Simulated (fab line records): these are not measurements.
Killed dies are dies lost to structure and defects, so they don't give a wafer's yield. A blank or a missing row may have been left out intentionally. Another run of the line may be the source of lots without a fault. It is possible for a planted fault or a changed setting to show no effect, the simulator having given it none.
Matching of chambers    flow nand harc    NHARC_THIN_TSV_DEP_47 on pecvd-03 has 3 sister chambers
The step deposits SiO2, target thk 200 nm. 16 wafers are shown with their chamber, then 8 later ones without.

WAFERS PAIRED WITH THEIR CHAMBERS
wafer   chamber  showerhead vpp V (V)  throttle valve pct (%)
L794.3  2        1668                  15.1
L794.5  1        1867                  15.9
L794.6  0        1834                  15.8
L798.1  0        1816                  15.8
L798.2  2        1660                  15.4
L798.6  1        1869                  16.1
L796.1  2        1664                  15.0
L796.3  1        1872                  15.9
L796.5  2        1682                  15.4
L800.3  0        1858                  15.9
L800.4  1        1868                  16.0
L800.6  2        1684                  15.2
L809.2  2        1673                  15.6
L809.4  0        1833                  15.8
L809.5  2        1682                  15.3
L812.1  0        1834                  15.6

SIGNATURES (means of the wafers above)
reading             chamber 0  chamber 1  chamber 2  scatter within a chamber
showerhead vpp V    1835.00    1869.00    1673.29    10.6
throttle valve pct  15.780     15.975     15.286     0.158
Rule: distance of a wafer from a chamber = root of the sum over the readings of ((wafer's reading minus chamber's mean) / reading's scatter) squared. If the next closest chamber is less than 2 further off than the closest, the wafer can't be placed; otherwise it belongs to the closest. How the scatter is found: for the shown wafers, subtract from each reading the mean of its chamber, square and add these, divide the total by (wafers less chambers), then take the root.

WAFERS MISSING THEIR CHAMBER
wafer   showerhead vpp V (V)  throttle valve pct (%)
L812.2  1652                  16.0
L812.3  1908                  15.8
L811.2  1852                  15.7
L811.3  1662                  15.8
L811.6  1645                  15.6
L813.1  1900                  15.8
L813.4  1838                  16.0
L813.6  1653                  15.5

EACH ONE'S CHAMBER
wafer   from the rows above      in truth
L812.2  2                        2
L812.3  1                        1
L811.2  can't be placed: 0 or 1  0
L811.3  2                        2
L811.6  2                        2
L813.1  1                        1
L813.4  can't be placed: 0 or 1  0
L813.6  2                        2
6 of 8 placed correctly. From these rows, 2 cannot be placed; in 2 the true chamber is one of the candidates. 0 placed wrongly.
